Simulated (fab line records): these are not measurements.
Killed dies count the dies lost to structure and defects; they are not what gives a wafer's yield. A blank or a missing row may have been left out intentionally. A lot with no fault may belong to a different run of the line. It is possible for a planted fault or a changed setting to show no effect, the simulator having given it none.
Struck lot and sound lot, side by side -- flow n5Finfet -- 16 out of 1938 route steps
Sound: wafers L156.2, L156.4, L156.6. Struck: wafers L170.2, L170.4, L170.6. Last of all comes the cause.
At each step with rows: each side's tool, then ch and its chambers, then its first start. Under that, the readings that differ: sound wafers -- struck wafers -- difference of the means -- sigmas: that difference in standard deviations of wafers without a fault.
alike: readings whose means differ by less than 2 such deviations, and words and numbers that are the same on both sides. not compared: withheld readings, readings that some wafer has no value for, bounds like >300 that may hide the same value, and numbers for which the record gives no deviation and whose values overlap.
A row with sigmas, a row that says differs or no value, or rows on one side alone: a step with any of these is where the two part. When numbers do not overlap yet have no deviation, they are printed without sigmas and do not part them. A reading missing from all wafers of one side parts the sides only when that side holds two or more wafers.

N5_HKMG_FIN_DESCUM_17: chemistry O2, time 7.9 s.
  sound on rieDiel-05 ch 0,3, day 5 21:10; struck on rieDiel-03 ch 1,2, day 9 11:37
  alike: drypumpMotorCurrentA, oesProductAu, rfVppV, showerheadPlenumPTorr, throttleValvePct
  not compared: rfHoursCounterH
N5_HKMG_FIN_ETCH_31: etches SiARC in CF4, target depth 45.5 nm, time 75.8 s.
  sound on rieDiel-05 ch 0,3, day 5 21:13; struck on rieDiel-03 ch 1,2, day 9 11:39
  alike: drypumpMotorCurrentA, etchRfOnTimeS, oesProductAu, rfVppV, showerheadPlenumPTorr, throttleValvePct
  not compared: rfHoursCounterH
then, 2 steps without rows for these wafers: N5_HKMG_FIN_ETCH_32 (etches SOC in N2/H2, target depth 240 nm, time 300 s); N5_HKMG_FIN_STRIP_33 (strips in N2/H2).
N5_HKMG_FIN_STRIP_34: strips in CF4.
  sound on rieDiel-05 ch 0,3, day 5 21:27; struck on rieDiel-03 ch 1,2, day 9 11:53
  alike: biasPowerW, cf4FlowSccm, drypumpMotorCurrentA, oesProductAu, rfVppV, showerheadPlenumPTorr, throttleValvePct
  not compared: rfHoursCounterH
N5_HKMG_FIN_ETCH_35: etches SOC in N2/H2, target depth 215.8 nm, time 243.4 s.
  sound on rieDiel-05 ch 0,3, day 5 21:28; struck on rieDiel-03 ch 1,2, day 9 11:55
  alike: drypumpMotorCurrentA, oesProductAu, rfVppV, showerheadPlenumPTorr, throttleValvePct
  not compared: rfHoursCounterH
then, 3 steps without rows for these wafers: N5_HKMG_FIN_STRIP_92 (strips SOC in N2/H2, time 20 s); N5_HKMG_FIN_WET_ETCH_18 (etches TiN in SC1, time 55 s, target depth 5.2 nm, rinse time 30 s); N5_HKMG_FIN_STRIP_19 (strips in N2/H2, time 360 s).
N5_HKMG_FIN_ALD_91: deposits TiN, target thk 1 nm, pulse time 1 s, purge time 3 s.
  sound on aldMetal-03 ch 0,1,2, day 5 22:09; struck on aldMetal-02 ch 1,2, day 9 12:35
  alike: heaterPowerW, precursorPulseHeightRel
then, 2 steps without rows for these wafers: N5_HKMG_FIN_COAT_85 (time 60 s, resist thk 300 nm); N5_HKMG_FIN_ETCH_86 (etches SOC in N2/H2, stops on TiN, target depth 393.2 nm).
N5_HKMG_FIN_STRIP_89: strips SOC in N2/H2, time 20 s.
  sound on rieDiel-04 ch 2,3, day 5 22:33; struck on rieDiel-04 ch 0,1,2, day 9 12:59
  no value came back on the struck wafers for any of 8 readings (biasPowerW (W), chamberPressureMTorr (mTorr) and others); on the sound wafers biasPowerW (W) reads 8.018 7.979 7.956
  not compared: rfHoursCounterH
then, 1 step without rows for these wafers: N5_HKMG_FIN_WET_ETCH_87 (etches TiN in SC1, time 154.2 s, target depth 4.7 nm, rinse time 30 s).
-- record jumps: 4 days separate the struck wafers' starts on either side; left off in module HKMG_FIN, taken up again in module BEOL_M4, whose first shown step is the route's number 1111 --
N5_BEOL_M4_RC_MEAS_101:
  sound on prober-01 ch 0, day 9 20:07; struck on prober-02 ch 0, day 13 21:13
reading,sound,struck,difference,sigmas
DIBL_N (mV/V),37.0 36.4 38.8,34.6 32.1 32.7,-4.3,-2
  alike: DIBL_P, IOFF_N, IOFF_P, ION_N, ION_P, SS_N, SS_P, VT_N, VT_P
N5_PASSIVATION_PROBE_49:
  the record holds rows for the sound wafers here (prober-01, day 14 01:29) but none for the struck ones

WHERE THEY PART
Earliest at N5_HKMG_FIN_STRIP_89; latest, in this record, at N5_PASSIVATION_PROBE_49.

WHY: what had been put in by the simulator
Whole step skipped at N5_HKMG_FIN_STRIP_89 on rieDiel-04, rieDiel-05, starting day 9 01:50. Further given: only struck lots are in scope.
